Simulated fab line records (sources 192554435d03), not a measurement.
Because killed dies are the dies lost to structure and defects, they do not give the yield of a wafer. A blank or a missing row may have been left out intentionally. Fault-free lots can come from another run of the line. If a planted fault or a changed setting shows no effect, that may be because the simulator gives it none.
Matching of chambers + flow n5Finfet + N5_BEOL_M3_PRE_CLEAN_60 on cvdCo-02 has 3 sister chambers
The step time 15 s. 6 wafers are shown with their chamber, then 7 later ones without.

WAFERS WITH THEIR CHAMBER
| wafer  | chamber | heaterPowerW (W) |
|--------|---------|------------------|
| L587.1 | 1       | 101              |
| L587.5 | 1       | 105              |
| L594.1 | 0       | 84               |
| L594.5 | 0       | 81               |
| L594.6 | 2       | 135              |
| L598.3 | 2       | 131              |

WAFERS WITHOUT THEIR CHAMBER
| wafer  | heaterPowerW (W) |
|--------|------------------|
| L598.4 | 133              |
| L598.6 | 83               |
| L599.1 | 105              |
| L599.5 | 86               |
| L599.6 | 136              |
| L601.5 | 104              |
| L601.6 | 139              |

WHICH CHAMBER EACH ONE RAN IN
| wafer  | from the rows above | in truth |
|--------|---------------------|----------|
| L598.4 | 2                   | 2        |
| L598.6 | 0                   | 0        |
| L599.1 | 1                   | 1        |
| L599.5 | 0                   | 0        |
| L599.6 | 2                   | 2        |
| L601.5 | 1                   | 1        |
| L601.6 | 2                   | 2        |
Correct placement for 7 of the 7. Number that these rows cannot place: 0. Placed wrongly: 0.
How it was worked out, from the rows above alone: a wafer's distance from a chamber is the root of the sum, over the readings, of the square of ((its reading less the chamber's mean) divided by the reading's scatter). The wafer belongs to the nearest chamber; if the next one is less than 2 further off, it can't be placed. For every chamber, the mean is computed from those of its wafers that are shown. The scatter: the root of (the sum of the squares of (reading less its chamber's mean) over the shown wafers, divided by (wafers less chambers)).
